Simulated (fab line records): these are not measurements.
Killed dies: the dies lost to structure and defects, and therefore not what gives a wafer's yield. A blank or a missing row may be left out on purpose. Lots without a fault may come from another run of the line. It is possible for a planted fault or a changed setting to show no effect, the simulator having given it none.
Which tool did it?	flow n5_finfet	20 lots, 60 wafers sampled, at 6 steps of a route of 1938

WHAT EACH GAUGE READ, for each wafer
The record lacks any reading of a measuring or inspecting step that a usual standard deviation could be used to judge.

TOOL THAT RAN EACH LOT (tool first, then ch and the chambers of the sampled wafers, then the start)
lot	N5_BEOL_M8_DESCUM_16	N5_BEOL_M8_ETCH_72	N5_BEOL_M8_ETCH_65	N5_BEOL_M8_ETCH_41	N5_BEOL_M8_ANNEAL_51	N5_BEOL_M9_CURE_71
L074	rie_diel-03 ch 0,1,2, day 9 08:19	rie_diel-03 ch 0,1,2, day 9 10:06	rie_diel-03 ch 0,1,2, day 9 10:07	rie_diel-03 ch 0,1,2, day 9 12:26 or earlier	rtp_anneal-02 ch 0, day 9 12:26	uv_cure-02 ch 1, day 9 13:20
L077	rie_diel-02 ch 0,2,3, day 9 11:11	rie_diel-02 ch 1,2,3, day 9 14:29	rie_diel-02 ch 1,2,3, day 9 14:31	rie_diel-02 ch 1,2,3, day 9 16:37 or earlier	rtp_anneal-01 ch 0, day 9 16:37	uv_cure-03 ch 0, day 9 17:53
L076	rie_diel-02 ch 1,2,3, day 9 11:27	rie_diel-03 ch 0,1,2, day 9 14:46	rie_diel-03 ch 0,1,2, day 9 14:47	rie_diel-03 ch 0,1,2, day 9 17:04 or earlier	rtp_anneal-01 ch 0, day 9 17:04	uv_cure-01 ch 2, day 9 18:34
L078	rie_diel-03 ch 0,1,2, day 10 00:48	rie_diel-02 ch 2,3, day 10 02:07	rie_diel-02 ch 2,3, day 10 02:08	rie_diel-02 ch 2,3, day 10 04:14 or earlier	rtp_anneal-01 ch 0, day 10 04:14	uv_cure-02 ch 2, day 10 05:20
L080	rie_diel-02 ch 0,2,3, day 10 06:33	rie_diel-02 ch 0,2,3, day 10 08:07	rie_diel-02 ch 0,2,3, day 10 08:08	rie_diel-02 ch 0,2,3, day 10 10:08 or earlier	rtp_anneal-01 ch 0, day 10 10:08	uv_cure-03 ch 1, day 10 11:00
L079	rie_diel-01 ch 1,2,3, day 10 06:47	rie_diel-03 ch 0,1,2, day 10 08:10	rie_diel-03 ch 0,1,2, day 10 08:11	rie_diel-03 ch 0,1,2, day 10 10:37 or earlier	rtp_anneal-01 ch 0, day 10 10:37	uv_cure-01 ch 2, day 10 11:34
L081	rie_diel-02 ch 1,2,3, day 10 09:31	rie_diel-03 ch 0,1, day 10 11:17	rie_diel-03 ch 0,1, day 10 11:19	rie_diel-03 ch 0,1, day 10 13:22 or earlier	rtp_anneal-02 ch 0, day 10 13:22	uv_cure-03 ch 1, day 10 14:18
L082	rie_diel-03 ch 0,1,3, day 10 16:10	rie_diel-02 ch 0,1,2, day 10 17:05	rie_diel-02 ch 0,1,2, day 10 17:07	rie_diel-02 ch 0,1,2, day 10 19:11 or earlier	rtp_anneal-02 ch 0, day 10 19:11	uv_cure-02 ch 0, day 10 20:09
L083	rie_diel-02 ch 0,2,3, day 11 15:14	rie_diel-03 ch 0,2,3, day 11 18:31	rie_diel-03 ch 0,2,3, day 11 18:32	rie_diel-03 ch 0,2,3, day 11 20:45 or earlier	rtp_anneal-02 ch 0, day 11 20:45	uv_cure-01 ch 0, day 11 21:41
L086	rie_diel-03 ch 0,2, day 11 19:46	rie_diel-03 ch 0,1,3, day 12 00:24	rie_diel-03 ch 0,1,3, day 12 00:25	rie_diel-03 ch 0,1,3, day 12 04:22 or earlier	rtp_anneal-01 ch 0, day 12 04:22	uv_cure-01 ch 0, day 12 05:14
L084	rie_diel-03 ch 0,1,3, day 11 21:07	rie_diel-02 ch 0,2,3, day 12 00:10	rie_diel-02 ch 0,2,3, day 12 00:11	rie_diel-02 ch 0,2,3, day 12 04:23 or earlier	rtp_anneal-02 ch 0, day 12 04:23	uv_cure-03 ch 1, day 12 05:17
L085	rie_diel-01 ch 2,3, day 11 21:53	rie_diel-02 ch 0,3, day 12 00:34	rie_diel-02 ch 0,3, day 12 00:35	rie_diel-02 ch 0,3, day 12 04:42 or earlier	rtp_anneal-02 ch 0, day 12 04:42	uv_cure-02 ch 2, day 12 05:38
L088	rie_diel-01 ch 1,2,3, day 12 19:29	rie_diel-03 ch 0,1,3, day 12 20:46	rie_diel-03 ch 0,1,3, day 12 20:47	rie_diel-03 ch 0,1,3, day 13 00:08 or earlier	rtp_anneal-02 ch 0, day 13 00:08	uv_cure-02 ch 0, day 13 01:00
L089	rie_diel-02 ch 1,2, day 12 20:47	rie_diel-03 ch 1,2,3, day 12 22:55	rie_diel-03 ch 1,2,3, day 12 22:56	rie_diel-03 ch 1,2,3, day 13 01:25 or earlier	rtp_anneal-01 ch 0, day 13 01:25	uv_cure-02 ch 2, day 13 02:17
L091	rie_diel-03 ch 0,2, day 12 21:29	rie_diel-02 ch 1,2,3, day 12 23:17	rie_diel-02 ch 1,2,3, day 12 23:18	rie_diel-02 ch 1,2,3, day 13 01:28 or earlier	rtp_anneal-02 ch 0, day 13 01:28	uv_cure-01 ch 0, day 13 02:50
L090	rie_diel-03 ch 0,1, day 12 23:35	rie_diel-02 ch 2,3, day 13 00:41	rie_diel-02 ch 2,3, day 13 00:42	rie_diel-02 ch 2,3, day 13 03:07 or earlier	rtp_anneal-01 ch 0, day 13 03:07	uv_cure-01 ch 2, day 13 04:02
L093	rie_diel-02 ch 0,1,2, day 13 18:31	rie_diel-03 ch 0,3, day 13 19:35	rie_diel-03 ch 0,3, day 13 19:37	rie_diel-03 ch 0,3, day 13 22:15 or earlier	rtp_anneal-01 ch 0, day 13 22:15	uv_cure-02 ch 1, day 13 23:13
L092	rie_diel-03 ch 0,2,3, day 14 02:18	rie_diel-01 ch 2,3, day 14 04:31	rie_diel-01 ch 2,3, day 14 04:32	rie_diel-01 ch 2,3, day 14 08:32 or earlier	rtp_anneal-01 ch 0, day 14 08:32	uv_cure-02 ch 0, day 14 09:49
L096	rie_diel-03 ch 0,1,3, day 15 11:41	rie_diel-03 ch 1,2,3, day 15 12:49	rie_diel-03 ch 1,2,3, day 15 12:50	rie_diel-03 ch 1,2,3, day 15 16:53 or earlier	rtp_anneal-01 ch 0, day 15 16:53	uv_cure-01 ch 2, day 15 17:45
L097	rie_diel-03 ch 1,3, day 15 12:31	rie_diel-03 ch 0,2,3, day 15 15:17	rie_diel-03 ch 0,2,3, day 15 15:18	rie_diel-03 ch 0,2,3, day 15 17:32 or earlier	rtp_anneal-02 ch 0, day 15 17:32	uv_cure-03 ch 0, day 15 18:23
- N5_BEOL_M8_DESCUM_16: chemistry O2, time 7.9 s.
- N5_BEOL_M8_ETCH_72: etches underlayer in N2/H2, target depth 6.5 nm, time 5.2 s.
- N5_BEOL_M8_ETCH_65: etches SiARC in CF4, target depth 15.6 nm, time 26 s.
- N5_BEOL_M8_ETCH_41: etches SiCN in CH3F/O2, target depth 31.9 nm, time 57.8 s.
- N5_BEOL_M8_ANNEAL_51: time 90 s.
- N5_BEOL_M9_CURE_71: cures SiCOH lowk, time 240 s.

WHAT THE TOOLS THEMSELVES READ (means of the sampled wafers that have a number; where no wafer has one, the mark that the record gives instead)
N5_BEOL_M8_DESCUM_16.
lot	tool	drypump_motor_current_A (A)	oes_product_au (a.u.)	rf_vpp_V (V)	showerhead_plenum_p_Torr (Torr)	throttle_valve_pct (%)
L074	rie_diel-03	6.2	0.81	242.6	2.07	20.21
L077	rie_diel-02	5.6	0.84	243.8	2.11	20.32
L076	rie_diel-02	5.4	0.80	242.9	2.07	20.45
L078	rie_diel-03	6.2	0.79	243.0	2.07	20.23
L080	rie_diel-02	5.7	0.82	243.2	2.11	20.34
L079	rie_diel-01	5.9	0.82	242.7	2.10	20.13
L081	rie_diel-02	5.4	0.79	242.6	2.07	20.46
L082	rie_diel-03	6.1	0.88	243.3	2.09	20.23
L083	rie_diel-02	5.7	0.81	244.0	2.11	20.36
L086	rie_diel-03	6.3	0.83	242.3	2.03	20.07
L084	rie_diel-03	6.1	0.85	243.3	2.09	20.26
L085	rie_diel-01	5.8	0.76	243.2	2.11	20.12
L088	rie_diel-01	5.9	0.78	244.1	2.10	20.17
L089	rie_diel-02	5.3	0.91	244.4	2.17	20.45
L091	rie_diel-03	6.3	0.81	242.2	2.02	20.10
L090	rie_diel-03	6.0	0.75	243.8	2.12	20.28
L093	rie_diel-02	5.3	0.85	244.2	2.15	20.25
L092	rie_diel-03	6.3	0.82	241.8	2.02	20.27
L096	rie_diel-03	6.1	0.88	243.4	2.08	20.18
L097	rie_diel-03	6.1	0.89	243.6	2.08	20.36

N5_BEOL_M8_ETCH_72.
lot	tool	bias_w (W)	drypump_motor_current_A (A)	etch_rf_on_time_s (s)	oes_product_au (a.u.)	rf_vpp_V (V)	showerhead_plenum_p_Torr (Torr)	throttle_valve_pct (%)
L074	rie_diel-03	150.7	6.2	5.20	0.68	522.7	2.51	17.66
L077	rie_diel-02	150.1	5.5	5.19	0.68	523.6	2.52	17.89
L076	rie_diel-03	150.0	6.2	5.19	0.68	523.3	2.51	17.66
L078	rie_diel-02	150.3	5.8	5.22	0.75	525.4	2.58	17.92
L080	rie_diel-02	149.9	5.7	5.20	0.71	525.5	2.57	17.78
L079	rie_diel-03	149.9	6.2	5.20	0.67	523.3	2.51	17.65
L081	rie_diel-03	150.2	6.0	5.25	0.67	524.0	2.58	17.69
L082	rie_diel-02	149.9	5.3	5.18	0.67	523.4	2.51	17.81
L083	rie_diel-03	149.6	6.3	5.17	0.72	520.2	2.47	17.68
L086	rie_diel-03	150.0	6.1	5.16	0.72	523.5	2.54	17.69
L084	rie_diel-02	149.6	5.7	5.18	0.69	524.2	2.56	17.80
L085	rie_diel-02	150.1	5.7	5.26	0.65	524.1	2.55	17.76
L088	rie_diel-03	150.1	6.1	5.21	0.71	521.7	2.53	17.71
L089	rie_diel-03	150.2	6.2	5.19	0.65	523.5	2.50	17.88
L091	rie_diel-02	149.5	5.4	5.23	0.74	525.9	2.62	17.79
L090	rie_diel-02	150.0	5.7	5.20	0.71	525.8	2.57	17.96
L093	rie_diel-03	150.2	6.3	5.12	0.76	522.6	2.49	17.72
L092	rie_diel-01	150.3	5.8	5.17	0.63	524.2	2.56	17.68
L096	rie_diel-03	149.8	6.2	5.07	0.80	527.8	2.60	17.62
L097	rie_diel-03	149.9	6.3	5.14	0.77	523.9	2.56	17.58

N5_BEOL_M8_ETCH_65.
lot	tool	bias_w (W)	drypump_motor_current_A (A)	etch_rf_on_time_s (s)	oes_product_au (a.u.)	rf_vpp_V (V)	showerhead_plenum_p_Torr (Torr)	throttle_valve_pct (%)
L074	rie_diel-03	35.97	6.2	25.69	0.68	183.3	2.11	15.41
L077	rie_diel-02	35.96	5.4	26.08	0.68	183.0	2.13	15.65
L076	rie_diel-03	36.05	6.2	26.04	0.68	183.6	2.11	15.42
L078	rie_diel-02	36.03	5.7	25.79	0.75	184.7	2.18	15.70
L080	rie_diel-02	36.08	5.7	26.02	0.70	183.9	2.16	15.54
L079	rie_diel-03	35.98	6.2	26.01	0.67	183.3	2.11	15.43
L081	rie_diel-03	36.07	6.0	25.72	0.66	184.4	2.17	15.45
L082	rie_diel-02	36.00	5.3	26.02	0.67	184.4	2.12	15.55
L083	rie_diel-03	36.11	6.3	26.02	0.72	182.9	2.08	15.40
L086	rie_diel-03	35.95	6.1	25.77	0.72	183.1	2.13	15.42
L084	rie_diel-02	36.02	5.7	25.99	0.69	185.4	2.16	15.58
L085	rie_diel-02	35.95	5.7	26.14	0.65	184.2	2.15	15.52
L088	rie_diel-03	36.04	6.1	25.85	0.71	183.6	2.13	15.44
L089	rie_diel-03	35.98	6.2	25.75	0.66	183.8	2.11	15.60
L091	rie_diel-02	35.86	5.4	25.79	0.74	184.5	2.20	15.54
L090	rie_diel-02	35.96	5.7	25.77	0.72	184.8	2.17	15.77
L093	rie_diel-03	35.92	6.3	25.75	0.76	184.8	2.10	15.38
L092	rie_diel-01	36.03	5.8	26.02	0.63	184.8	2.15	15.43
L096	rie_diel-03	35.95	6.2	25.81	0.80	184.9	2.19	15.31
L097	rie_diel-03	35.98	6.3	25.43	0.77	184.2	2.15	15.31

N5_BEOL_M8_ETCH_41.
lot	tool	bias_w (W)	drypump_motor_current_A (A)	oes_product_au (a.u.)	rf_vpp_V (V)	showerhead_plenum_p_Torr (Torr)	throttle_valve_pct (%)
L074	rie_diel-03	74.91	6.2	0.80	297.4	1.97	16.11
L077	rie_diel-02	75.11	5.4	0.81	297.3	1.98	16.37
L076	rie_diel-03	74.79	6.2	0.79	297.0	1.97	16.12
L078	rie_diel-02	75.16	5.7	0.87	297.3	2.03	16.42
L080	rie_diel-02	74.96	5.6	0.83	298.0	2.02	16.27
L079	rie_diel-03	74.80	6.2	0.78	297.0	1.97	16.13
L081	rie_diel-03	75.10	6.0	0.78	297.0	2.03	16.14
L082	rie_diel-02	75.01	5.3	0.80	296.8	1.98	16.24
L083	rie_diel-03	74.86	6.3	0.85	297.0	1.94	16.11
L086	rie_diel-03	74.92	6.1	0.84	297.3	1.99	16.13
L084	rie_diel-02	74.81	5.6	0.81	296.6	2.02	16.30
L085	rie_diel-02	75.08	5.7	0.77	297.1	2.01	16.26
L088	rie_diel-03	74.93	6.1	0.83	297.2	1.99	16.15
L089	rie_diel-03	74.75	6.2	0.76	296.4	1.97	16.32
L091	rie_diel-02	74.85	5.4	0.86	298.4	2.06	16.26
L090	rie_diel-02	75.05	5.7	0.83	298.2	2.02	16.46
L093	rie_diel-03	74.65	6.3	0.89	296.1	1.96	16.11
L092	rie_diel-01	75.16	5.8	0.74	298.1	2.02	16.13
L096	rie_diel-03	74.96	6.2	0.93	297.7	2.04	16.04
L097	rie_diel-03	74.94	6.3	0.90	298.2	2.01	16.03

N5_BEOL_M8_ANNEAL_51.
lot	tool	anneal_temp_c_max	wafer_temp_C_max
L074	rtp_anneal-02	226.09	225.42
L077	rtp_anneal-01	226.47	225.84
L076	rtp_anneal-01	226.28	225.78
L078	rtp_anneal-01	226.36	226.09
L080	rtp_anneal-01	226.11	225.84
L079	rtp_anneal-01	226.40	225.83
L081	rtp_anneal-02	226.49	225.75
L082	rtp_anneal-02	226.56	225.63
L083	rtp_anneal-02	226.96	225.58
L086	rtp_anneal-01	226.05	226.09
L084	rtp_anneal-02	226.50	225.37
L085	rtp_anneal-02	226.41	225.63
L088	rtp_anneal-02	226.48	225.57
L089	rtp_anneal-01	226.25	226.20
L091	rtp_anneal-02	226.54	225.54
L090	rtp_anneal-01	226.72	226.10
L093	rtp_anneal-01	226.43	226.17
L092	rtp_anneal-01	226.20	226.21
L096	rtp_anneal-01	226.16	226.01
L097	rtp_anneal-02	226.42	225.47

N5_BEOL_M9_CURE_71.
lot	tool	lamp_power_pct (%)	wafer_temp_C_max
L074	uv_cure-02	52.33	387.8
L077	uv_cure-03	52.30	387.0
L076	uv_cure-01	52.26	386.7
L078	uv_cure-02	52.34	386.6
L080	uv_cure-03	52.35	386.1
L079	uv_cure-01	52.24	387.2
L081	uv_cure-03	52.37	386.1
L082	uv_cure-02	52.40	387.0
L083	uv_cure-01	52.25	387.4
L086	uv_cure-01	52.35	387.1
L084	uv_cure-03	52.35	386.2
L085	uv_cure-02	52.32	386.4
L088	uv_cure-02	52.35	386.9
L089	uv_cure-02	52.35	386.8
L091	uv_cure-01	52.29	387.4
L090	uv_cure-01	52.30	386.6
L093	uv_cure-02	52.34	388.1
L092	uv_cure-02	52.30	386.5
L096	uv_cure-01	52.31	386.7
L097	uv_cure-03	52.30	387.7

THE ANSWER, worked out from the rows above alone
Rule: what is usual is taken from the lots themselves. Put in order of their means at a reading, lots are off if they are a third of the lots or fewer, leave a main group of 4 or more, and stand apart from it by a gap of 3 or more times the standard deviation of the main group's means; of several such gaps the widest counts. Not used: any main group whose means are identical at the precision the tables above print for the reading. Also off: a lot with no number at a reading for which 4 or more lots have one. Where the step has rows for the other lots, those lots are counted as sound. First the gauges in route order, then the tools' own readings, where a lot's mean is used as printed above. The first step at which some lot is off is used, and at that step the reading that is off furthest; a lot without a number counts as furthest.
None of the lots is off at any reading shown; this tells nothing.

WHAT WAS PUT IN BY THE SIMULATOR
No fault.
